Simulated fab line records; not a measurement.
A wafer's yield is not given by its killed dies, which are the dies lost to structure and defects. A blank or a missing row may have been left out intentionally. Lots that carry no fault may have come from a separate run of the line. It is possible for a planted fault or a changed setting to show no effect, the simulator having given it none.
Problem report, 8D (eight disciplines) form, completed by code || flow n5-finfet || the parts of the form that need people (team, actions taken, sign-off) are left out

## 1. PROBLEM STATEMENT
Wafers with no fault read 12 with a standard deviation of 6.5, whereas killed-at-contacts at N5_PASSIVATION_PROBE_49 reads a mean of 66 on 1 wafer of 1 lot. Relative to the usual mean, that is a shift of +8.3 standard deviations.
First seen on wafer L981.6, day 16 12:15, on prober-01. At this step, 2 wafers from 2 lots have a number in the record. By rule, "out" or "out of limits" means more than 4 standard deviations away from the usual mean. The other wafers with a number count as sound.

## 2. WHAT IT IS AND WHAT IT IS NOT
{"question": "which readings at this step", "is": "killed-at-contacts, sort_bin_5_function", "is not": "killed_at_M0_to_M3, killed_at_M4_up, killed-at-front-end, killed-at-other, killed-open, killed-short, sort_bin_6_memory"}
{"question": "which lots", "is": "L981", "is not": "L974"}
{"question": "which wafers of those lots", "is": "all that have a number", "is not": "-"}
{"question": "read on which tools", "is": "prober-01", "is not": "-"}
{"question": "when", "is": "from day 16 12:15", "is not": "up to then (1 sound wafer)"}

## 3. WHAT RULES OUT EACH SUSPECT
Counting: a tool at any process step up to the reading remains a suspect when it ran all the lots that are out and ran no sound lot after the first of those.
- rie-diel-04 at N5_MOL_CONTACT_COAG_ETCH_48 (etches SiOC in C4F6/O2, target depth 15 nm, overetch 4.5 nm, time 17 s): kept. It ran the lot that is out, L981 (day 8 15:28), and no sound lot after that.
- prober-01 at N5_PASSIVATION_PROBE_49: kept. It ran the lot that is out, L981 (day 16 12:15), and no sound lot after that; its last sound lot up to then is L974 (day 14 07:51). Its own killed-at-contacts, sort_bin_5_function readings are out on those wafers.
Remaining after the count are rie-diel-04 at N5_MOL_CONTACT_COAG_ETCH_48 and prober-01 at N5_PASSIVATION_PROBE_49.

## 4. THE CAUSE (what the simulator had put in)
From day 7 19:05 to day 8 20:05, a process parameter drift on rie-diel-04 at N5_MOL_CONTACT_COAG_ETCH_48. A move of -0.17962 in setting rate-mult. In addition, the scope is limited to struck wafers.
Counting leaves 2 suspects; this tool is one of them.

## 5. THE EFFECT CHAIN, in route order
Each row: a reading whose mean over the struck wafers that have a number lies more than 3 standard deviations from the usual. Scope: only readings with a usual standard deviation given in the record; hours: median across lots of the time from each lot's start at the first step in this table that gives one to its start at this step; sigmas: change in usual standard deviations.
{"hours": 0, "step": "N5_PASSIVATION_PROBE_49", "reading": "defect-limited-yield", "usual": "91.2 %", "on struck wafers": 86.5, "change": -4.7, "sigmas": -3.4}
{"hours": 0, "step": "N5_PASSIVATION_PROBE_49", "reading": "killed-at-contacts", "usual": 12, "on struck wafers": 66, "change": "+54", "sigmas": "+8.3"}
{"hours": 0, "step": "N5_PASSIVATION_PROBE_49", "reading": "killed-dies", "usual": 104, "on struck wafers": 159, "change": "+55", "sigmas": "+3.4"}
{"hours": 0, "step": "N5_PASSIVATION_PROBE_49", "reading": "sort_bin_5_function", "usual": "5.1 %", "on struck wafers": 9.5, "change": "+4.4", "sigmas": "+4.8"}
{"hours": 0, "step": "N5_PASSIVATION_PROBE_49", "reading": "sort-n-pass", "usual": 1076, "on struck wafers": 1021, "change": -55, "sigmas": -3.4}
{"hours": 0, "step": "N5_PASSIVATION_PROBE_49", "reading": "sort-yield-pct", "usual": "91.2 %", "on struck wafers": 86.5, "change": -4.7, "sigmas": -3.4}
Here are the process steps it includes:
- N5_PASSIVATION_PROBE_49

## 6. HOW IT WOULD HAVE BEEN CAUGHT EARLIER
In this record no reading fell out of limits until day 16 12:15, 209 hours after the fault had begun at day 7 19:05.
No tool reading at N5_MOL_CONTACT_COAG_ETCH_48 that has a usual standard deviation in the record was out on any struck wafer, so an alarm limit of 4 standard deviations on those readings would not have fired.
All the lots that are out (1) had begun N5_MOL_CONTACT_COAG_ETCH_48 on rie-diel-04 by day 16 12:15. None of them would have been spared by holding the tool at that moment.
